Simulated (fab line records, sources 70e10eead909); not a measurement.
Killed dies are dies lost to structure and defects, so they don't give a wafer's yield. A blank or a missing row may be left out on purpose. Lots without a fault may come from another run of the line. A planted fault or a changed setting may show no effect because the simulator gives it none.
A sampling plan put to the test | flow nand_harc | one fab line, 27 faults that these records tell of, each judged on the records of the lots that it struck
The plan is the line's own looks: the steps of the route at which a gauge or an inspection reads the wafer and doesn't change it. A look can be judged if struck wafers have a number there and the file gives its usual mean and standard deviation on fault-free wafers. Caught: at a look after the fault's first step, the mean of the struck wafers lies 4 or more of those standard deviations (sigma) from the usual mean. On the tool: the same test on the tool's own readings at the fault's steps. Another recipe on the struck wafers, or a record that is blank for them alone, also counts as caught.

THE FAULTS, as the simulator had put them in
1. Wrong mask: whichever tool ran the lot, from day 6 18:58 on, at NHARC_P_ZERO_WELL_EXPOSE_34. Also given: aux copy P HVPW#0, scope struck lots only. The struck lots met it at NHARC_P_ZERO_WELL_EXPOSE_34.
2. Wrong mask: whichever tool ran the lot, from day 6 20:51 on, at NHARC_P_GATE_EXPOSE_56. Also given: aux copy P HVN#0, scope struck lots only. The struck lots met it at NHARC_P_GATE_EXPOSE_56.
3. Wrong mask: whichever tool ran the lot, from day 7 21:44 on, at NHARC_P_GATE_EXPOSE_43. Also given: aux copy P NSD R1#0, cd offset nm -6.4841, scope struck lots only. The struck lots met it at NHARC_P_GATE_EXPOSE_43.
4. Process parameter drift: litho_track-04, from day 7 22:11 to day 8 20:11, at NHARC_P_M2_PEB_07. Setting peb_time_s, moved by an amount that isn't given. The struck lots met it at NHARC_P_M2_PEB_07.
5. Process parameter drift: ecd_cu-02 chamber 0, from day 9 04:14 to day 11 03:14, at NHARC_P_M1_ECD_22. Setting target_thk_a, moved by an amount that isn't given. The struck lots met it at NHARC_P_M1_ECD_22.
6. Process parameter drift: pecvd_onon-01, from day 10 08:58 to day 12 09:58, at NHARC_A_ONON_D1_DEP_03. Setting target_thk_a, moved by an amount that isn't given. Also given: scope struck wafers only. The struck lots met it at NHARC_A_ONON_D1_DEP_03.
7. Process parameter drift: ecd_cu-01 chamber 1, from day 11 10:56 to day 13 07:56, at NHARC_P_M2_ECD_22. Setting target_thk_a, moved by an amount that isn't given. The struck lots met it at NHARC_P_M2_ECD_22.
8. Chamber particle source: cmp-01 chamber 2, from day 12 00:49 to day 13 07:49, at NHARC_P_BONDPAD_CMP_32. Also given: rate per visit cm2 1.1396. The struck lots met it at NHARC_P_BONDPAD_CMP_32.
9. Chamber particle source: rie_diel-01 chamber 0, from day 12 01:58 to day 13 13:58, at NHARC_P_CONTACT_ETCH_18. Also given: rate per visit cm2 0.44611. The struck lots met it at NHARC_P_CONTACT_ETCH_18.
10. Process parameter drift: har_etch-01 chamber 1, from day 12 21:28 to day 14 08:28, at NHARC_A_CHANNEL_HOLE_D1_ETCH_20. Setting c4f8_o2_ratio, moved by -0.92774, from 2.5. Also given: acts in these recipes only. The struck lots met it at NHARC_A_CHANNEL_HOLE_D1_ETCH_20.
11. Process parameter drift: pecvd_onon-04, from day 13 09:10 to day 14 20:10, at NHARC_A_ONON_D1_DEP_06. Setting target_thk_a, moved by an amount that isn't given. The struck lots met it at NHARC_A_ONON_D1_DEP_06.
12. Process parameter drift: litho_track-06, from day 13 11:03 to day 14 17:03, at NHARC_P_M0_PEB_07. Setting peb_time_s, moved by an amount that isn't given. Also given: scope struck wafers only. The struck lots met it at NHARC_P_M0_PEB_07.
13. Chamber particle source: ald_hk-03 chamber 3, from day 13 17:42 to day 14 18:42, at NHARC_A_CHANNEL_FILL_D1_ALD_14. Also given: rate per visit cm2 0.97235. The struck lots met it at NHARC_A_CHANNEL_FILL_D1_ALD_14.
14. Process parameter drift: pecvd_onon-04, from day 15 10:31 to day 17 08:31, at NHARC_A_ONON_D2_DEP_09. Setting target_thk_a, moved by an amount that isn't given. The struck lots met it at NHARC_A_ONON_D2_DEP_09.
15. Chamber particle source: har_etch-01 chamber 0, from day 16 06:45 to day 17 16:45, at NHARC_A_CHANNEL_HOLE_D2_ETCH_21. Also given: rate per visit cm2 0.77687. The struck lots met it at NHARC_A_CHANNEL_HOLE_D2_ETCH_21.
16. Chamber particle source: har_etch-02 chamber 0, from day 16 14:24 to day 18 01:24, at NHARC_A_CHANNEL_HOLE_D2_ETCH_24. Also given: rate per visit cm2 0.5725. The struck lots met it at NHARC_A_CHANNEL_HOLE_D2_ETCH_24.
17. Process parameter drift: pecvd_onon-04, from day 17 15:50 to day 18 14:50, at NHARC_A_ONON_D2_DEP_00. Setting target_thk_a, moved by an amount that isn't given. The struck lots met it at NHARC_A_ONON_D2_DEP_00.
18. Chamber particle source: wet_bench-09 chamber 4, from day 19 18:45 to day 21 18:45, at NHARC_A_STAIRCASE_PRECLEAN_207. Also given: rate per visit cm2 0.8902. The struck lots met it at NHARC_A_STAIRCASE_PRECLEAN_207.
19. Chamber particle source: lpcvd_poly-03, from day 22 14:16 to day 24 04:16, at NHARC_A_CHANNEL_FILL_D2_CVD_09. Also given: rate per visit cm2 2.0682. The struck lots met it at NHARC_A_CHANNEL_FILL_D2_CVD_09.
20. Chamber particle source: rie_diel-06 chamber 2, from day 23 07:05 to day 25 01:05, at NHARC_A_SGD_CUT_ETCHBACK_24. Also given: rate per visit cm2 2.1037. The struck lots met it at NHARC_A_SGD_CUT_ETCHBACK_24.
21. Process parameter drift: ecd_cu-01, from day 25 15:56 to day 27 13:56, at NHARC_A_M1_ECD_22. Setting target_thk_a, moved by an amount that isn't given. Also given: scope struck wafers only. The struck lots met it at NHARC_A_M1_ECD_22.
22. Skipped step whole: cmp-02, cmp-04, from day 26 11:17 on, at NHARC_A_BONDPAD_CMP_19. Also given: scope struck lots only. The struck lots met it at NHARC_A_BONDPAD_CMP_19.
23. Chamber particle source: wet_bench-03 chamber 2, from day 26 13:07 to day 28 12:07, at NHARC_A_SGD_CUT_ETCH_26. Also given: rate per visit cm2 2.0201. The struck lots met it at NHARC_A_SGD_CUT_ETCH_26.
24. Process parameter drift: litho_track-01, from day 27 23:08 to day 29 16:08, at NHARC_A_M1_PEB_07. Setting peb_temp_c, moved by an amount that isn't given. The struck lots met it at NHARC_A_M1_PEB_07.
25. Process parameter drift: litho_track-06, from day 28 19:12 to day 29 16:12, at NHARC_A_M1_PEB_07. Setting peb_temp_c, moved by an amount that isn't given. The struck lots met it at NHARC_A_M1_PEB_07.
26. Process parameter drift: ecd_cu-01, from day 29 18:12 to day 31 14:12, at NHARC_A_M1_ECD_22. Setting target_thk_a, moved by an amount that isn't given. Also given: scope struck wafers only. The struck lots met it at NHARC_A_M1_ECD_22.
27. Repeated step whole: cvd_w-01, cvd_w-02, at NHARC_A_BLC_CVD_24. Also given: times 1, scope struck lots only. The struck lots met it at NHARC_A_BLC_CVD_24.

WHAT THE PLAN SAW
fault | on the tool itself                               | first look that catches it                      | reading, sigma                                                         | median hours from its first step to that look | hours from the fault's start to the first struck lot there | judged looks passed uncaught
1     | no reading that can be judged                    | no look after it can be judged                  | -                                                                      | -                                             | -                                                          | 0
2     | under 2 sigma                                    | no look after it can be judged                  | -                                                                      | -                                             | -                                                          | 0
3     | no reading that can be judged                    | NHARC_P_GATE_CD_MEAS_46                         | cd_nm -4.4                                                             | 0.2                                           | 3                                                          | 0
4     | under 2 sigma                                    | NHARC_P_M2_CD_MEAS_09                           | cd_nm +20                                                              | 0.1                                           | 5                                                          | 0
5     | under 2 sigma                                    | none of the 2 looks that can be judged after it | -                                                                      | -                                             | -                                                          | 2
6     | only faintly: nh3_flow_sccm +2.1 sigma           | NHARC_A_ONON_D1_THK_MEAS_05                     | thk_nm +6.3                                                            | 0.4                                           | 39                                                         | 0
7     | no reading that can be judged                    | no look after it can be judged                  | -                                                                      | -                                             | -                                                          | 0
8     | under 2 sigma                                    | NHARC_END_SORT_01                               | killed_at_periphery +99 or beyond                                      | 433.0                                         | 450                                                        | 1
9     | under 2 sigma                                    | NHARC_END_SORT_01                               | killed_at_periphery +24                                                | 451.4                                         | 452                                                        | 0
10    | under 2 sigma                                    | not the one look that can be judged after it    | strongest: VT_DECK1_MEDIAN_NEAR_BOTTOM_INNER at NHARC_END_WLT_00, +2.5 | -                                             | -                                                          | 1
11    | no reading that can be judged                    | NHARC_A_ONON_D1_THK_MEAS_08                     | thk_nm -10                                                             | 0.5                                           | 12                                                         | 0
12    | heater_power_total_W +43 sigma                   | NHARC_P_M0_CD_MEAS_09                           | cd_nm -15                                                              | 0.1                                           | 17                                                         | 0
13    | under 2 sigma                                    | not the one look that can be judged after it    | strongest: killed_at_array at NHARC_END_SORT_01, +3.7                  | -                                             | -                                                          | 1
14    | under 2 sigma                                    | NHARC_A_ONON_D2_THK_MEAS_11                     | thk_nm -6.2                                                            | 0.5                                           | 13                                                         | 0
15    | under 2 sigma                                    | NHARC_A_CHANNEL_HOLE_D2_INSPECT_40              | raw_defect_count +4.8                                                  | 5.3                                           | 22                                                         | 0
16    | under 2 sigma                                    | NHARC_A_CHANNEL_HOLE_D2_INSPECT_40              | raw_defect_count +4.1                                                  | 3.6                                           | 27                                                         | 0
17    | no reading that can be judged                    | NHARC_A_ONON_D2_THK_MEAS_02                     | thk_nm +4.0                                                            | 0.5                                           | 11                                                         | 0
18    | no reading that can be judged                    | not the one look that can be judged after it    | strongest: killed_at_array at NHARC_END_SORT_01, +3.6                  | -                                             | -                                                          | 1
19    | under 2 sigma                                    | NHARC_END_SORT_01                               | killed_at_array +4.2                                                   | 224.7                                         | 232                                                        | 1
20    | only faintly: chamber_pressure_mTorr +2.4 sigma  | NHARC_A_SGD_CUT_INSPECT_25                      | raw_defect_count +18                                                   | 0.2                                           | 37                                                         | 0
21    | no reading that can be judged                    | no look after it can be judged                  | -                                                                      | -                                             | -                                                          | 0
22    | the tool's record is blank for the struck wafers | NHARC_A_BONDPAD_THK_MEAS_20                     | thk_nm +99 or beyond                                                   | 0.3                                           | 10                                                         | 0
23    | no reading that can be judged                    | NHARC_A_SGD_CUT_INSPECT_25                      | raw_defect_count +14                                                   | 0.4                                           | 21                                                         | 0
24    | plate_temp_C -25 sigma                           | NHARC_A_M1_CD_MEAS_09                           | cd_nm -24                                                              | 0.1                                           | 24                                                         | 0
25    | plate_temp_C +26 sigma                           | NHARC_A_M1_CD_MEAS_09                           | cd_nm +20                                                              | 0.1                                           | 11                                                         | 0
26    | under 2 sigma                                    | none of the 2 looks that can be judged after it | -                                                                      | -                                             | -                                                          | 2
27    | under 2 sigma                                    | no look after it can be judged                  | -                                                                      | -                                             | -                                                          | 0
A dash: the fault isn't caught, or these records don't give the number.

Caught at a look: 17 of 27. Caught on the tool: 4 of 27. By one or the other: 17 of 27.
Caught at a look alone: faults 3, 4, 6, 8, 9, 11, 14, 15, 16, 17, 19, 20, 23.
Caught by neither: faults 1, 2, 5, 7, 10, 13, 18, 21, 26, 27.

THINNER SAMPLING
If the look that catches a fault measured only every second or every third lot, by lot number, the first struck lot would be measured this late in the worst case:
fault | struck lots at that look, in order of time | every lot | every second lot | every third lot
3     | L923                                       | 3 h       | may miss it      | may miss it
4     | L866, L867                                 | 5 h       | 17 h             | may miss all 2
6     | L774                                       | 39 h      | may miss it      | may miss it
8     | L629                                       | 450 h     | may miss it      | may miss it
9     | L126                                       | 452 h     | may miss it      | may miss it
11    | L665, L668                                 | 12 h      | 29 h             | may miss all 2
12    | L564                                       | 17 h      | may miss it      | may miss it
14    | L262, L264                                 | 13 h      | may miss all 2   | may miss all 2
15    | L578, L579                                 | 22 h      | 26 h             | may miss all 2
16    | L831, L832                                 | 27 h      | 38 h             | may miss all 2
17    | L332, L334                                 | 11 h      | may miss all 2   | may miss all 2
19    | L255, L256                                 | 232 h     | 254 h            | may miss all 2
20    | L710                                       | 37 h      | may miss it      | may miss it
22    | L215, L214, L217                           | 10 h      | 13 h             | may miss all 3
23    | L117                                       | 21 h      | may miss it      | may miss it
24    | L872, L873                                 | 24 h      | 26 h             | may miss all 2
25    | L250, L253                                 | 11 h      | 12 h             | may miss all 2
Hours are from the fault's start to the first struck lot that is measured. The limit of 4 sigma was tested on all struck wafers together, so one lot alone may lie under it. Other struck lots may not be in these records.

THE LONGEST TIMED WAY FROM STEP TO LOOK
Fault 9: a median of 451.4 hours passes between NHARC_P_CONTACT_ETCH_18 and NHARC_END_SORT_01. No look between them can be judged.
